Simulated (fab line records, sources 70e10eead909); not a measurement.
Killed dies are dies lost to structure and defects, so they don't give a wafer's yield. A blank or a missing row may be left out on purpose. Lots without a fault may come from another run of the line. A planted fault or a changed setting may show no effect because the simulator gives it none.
A struck lot beside a sound one | flow nand_harc | 28 steps out of a route of 1302
Sound: wafers L516.1, L516.3, L516.4. Struck: wafers L522.1, L522.2, L522.5. The cause comes at the end.
At each step with rows: each side's tool, then ch and its chambers, then its first start. Under that, the readings that differ: sound wafers | struck wafers | difference of the means | sigmas: that difference in standard deviations of wafers without a fault.
alike: readings whose means differ by less than 2 such deviations, and words and numbers that are the same on both sides. not compared: withheld readings, readings that some wafer has no value for, bounds like >300 that may hide the same value, and numbers for which the record gives no deviation and whose values overlap.
The two part at a step that has a row with sigmas, a row that says differs or no value, or rows on one side only. Numbers that don't overlap but have no deviation are shown without sigmas and don't part them. A reading that every wafer of one side lacks parts them only if that side has two wafers or more.

first, 1 step without rows for these wafers: NHARC_A_ONON_D1_DEP_19 (target thk 1000 nm).
NHARC_A_ONON_D1_THK_MEAS_21: measures by ellipsometry.
  sound on film_metro-02, day 11 19:42; struck on film_metro-02, day 14 08:26
  alike: thk_nm
then, 1 step without rows for these wafers: NHARC_A_ONON_D1_DEP_22 (target thk 1000 nm).
NHARC_A_ONON_D1_THK_MEAS_24: measures by ellipsometry.
  sound on film_metro-01, day 11 20:16; struck on film_metro-02, day 14 09:01
  alike: thk_nm
then, 1 step without rows for these wafers: NHARC_A_ONON_D1_DEP_25 (target thk 1000 nm).
NHARC_A_ONON_D1_THK_MEAS_27: measures by ellipsometry.
  sound on film_metro-01, day 11 20:50; struck on film_metro-01, day 14 09:35
  alike: thk_nm
then, 1 step without rows for these wafers: NHARC_A_ONON_D1_DEP_28 (target thk 1000 nm).
NHARC_A_ONON_D1_THK_MEAS_30: measures by ellipsometry.
  sound on film_metro-02, day 11 21:24; struck on film_metro-02, day 14 10:08
  alike: thk_nm
NHARC_A_ONON_D1_DEP_33: deposits SiO2, target thk 200 nm.
  sound on pecvd-03 ch 0,1,2, day 11 21:30; struck on pecvd-04 ch 0,1, day 14 10:14
  alike: heater_power_w, rf_fwd_power_W, showerhead_vpp_V, throttle_valve_pct
NHARC_A_ONON_D1_THK_MEAS_34: measures by ellipsometry.
  sound on film_metro-02, day 11 21:52; struck on film_metro-01, day 14 10:37
  alike: thk_nm
NHARC_A_ONON_D1_INSPECT_32:
  sound on defect_inspect-02, day 11 21:58; struck on defect_inspect-02, day 14 10:42
  alike: raw_defect_count
NHARC_A_CHANNEL_HOLE_D1_DEP_00: deposits aC, target thk 3100 nm.
  sound on acl_dep-03 ch 0, day 11 22:47; struck on acl_dep-02 ch 0, day 14 11:22
  alike: throttle_valve_pct
NHARC_A_CHANNEL_HOLE_D1_DEP_01: deposits SiON, target thk 140 nm.
  sound on pecvd-03 ch 0,1,2, day 12 00:44; struck on pecvd-01 ch 1,2, day 14 13:18
  alike: heater_power_w, rf_fwd_power_W, showerhead_vpp_V
then, 10 steps without rows for these wafers: NHARC_A_CHANNEL_HOLE_D1_DEHYDRATE_02 (time 120 s); NHARC_A_CHANNEL_HOLE_D1_HMDS_03 (time 30 s); NHARC_A_CHANNEL_HOLE_D1_COAT_36 (time 75 s); NHARC_A_CHANNEL_HOLE_D1_COAT_37 (time 65 s); NHARC_A_CHANNEL_HOLE_D1_COAT_04 (resist thk 90 nm); NHARC_A_CHANNEL_HOLE_D1_SOFTBAKE_05 (time 55 s); NHARC_A_CHANNEL_HOLE_D1_EBR_06; NHARC_A_CHANNEL_HOLE_D1_EXPOSE_07 (exposes mask HOLE D1, target cd 100 nm); NHARC_A_CHANNEL_HOLE_D1_PEB_08 (peb time 65 s); NHARC_A_CHANNEL_HOLE_D1_DEVELOP_09 (develop time 35 s).
NHARC_A_CHANNEL_HOLE_D1_CD_MEAS_10: target cd 100 nm.
  sound on cd_sem-02 ch 0, day 12 01:26; struck on cd_sem-02 ch 0, day 14 13:59
  alike: cd_nm
NHARC_A_CHANNEL_HOLE_D1_OVL_MEAS_11:
  sound on overlay-02, day 12 01:31; struck on overlay-01, day 14 14:05
  alike: overlay_x_nm, overlay_y_nm
NHARC_A_CHANNEL_HOLE_D1_INSPECT_12:
  sound on defect_inspect-02, day 12 01:33; struck on defect_inspect-02, day 14 14:07
  reading          | sound | struck   | difference | sigmas
  raw_defect_count | 5 8 4 | 20 19 18 | +13        | +5
NHARC_A_CHANNEL_HOLE_D1_DESCUM_15: chemistry O2, time 3 s.
  sound on rie_diel-06 ch 0,1,2, day 12 01:37; struck on rie_diel-06 ch 0,2,3, day 14 14:33
  alike: drypump_motor_current_A, oes_product_au, rf_vpp_V, showerhead_plenum_p_Torr, throttle_valve_pct
  not compared: rf_hours_counter_h
-- the record jumps here: 17 days lie between the struck wafers' starts before and after (it left off in module A_CHANNEL_HOLE_D1 and takes up again in module END, whose first step shown is number 1302 of the route) --
NHARC_END_SORT_01:
  sound on prober-01 ch 0, day 28 06:44; struck on prober-01 ch 0, day 31 18:34
  reading     | sound | struck | difference | sigmas
  killed_open | 4 6 5 | 0 0 4  | -4         | -2
  alike: killed_at_array, killed_at_other, killed_at_periphery, killed_dies, killed_short

WHERE THEY PART
First at NHARC_A_CHANNEL_HOLE_D1_INSPECT_12; last, within this record, at NHARC_END_SORT_01.

WHY: what the simulator had put in
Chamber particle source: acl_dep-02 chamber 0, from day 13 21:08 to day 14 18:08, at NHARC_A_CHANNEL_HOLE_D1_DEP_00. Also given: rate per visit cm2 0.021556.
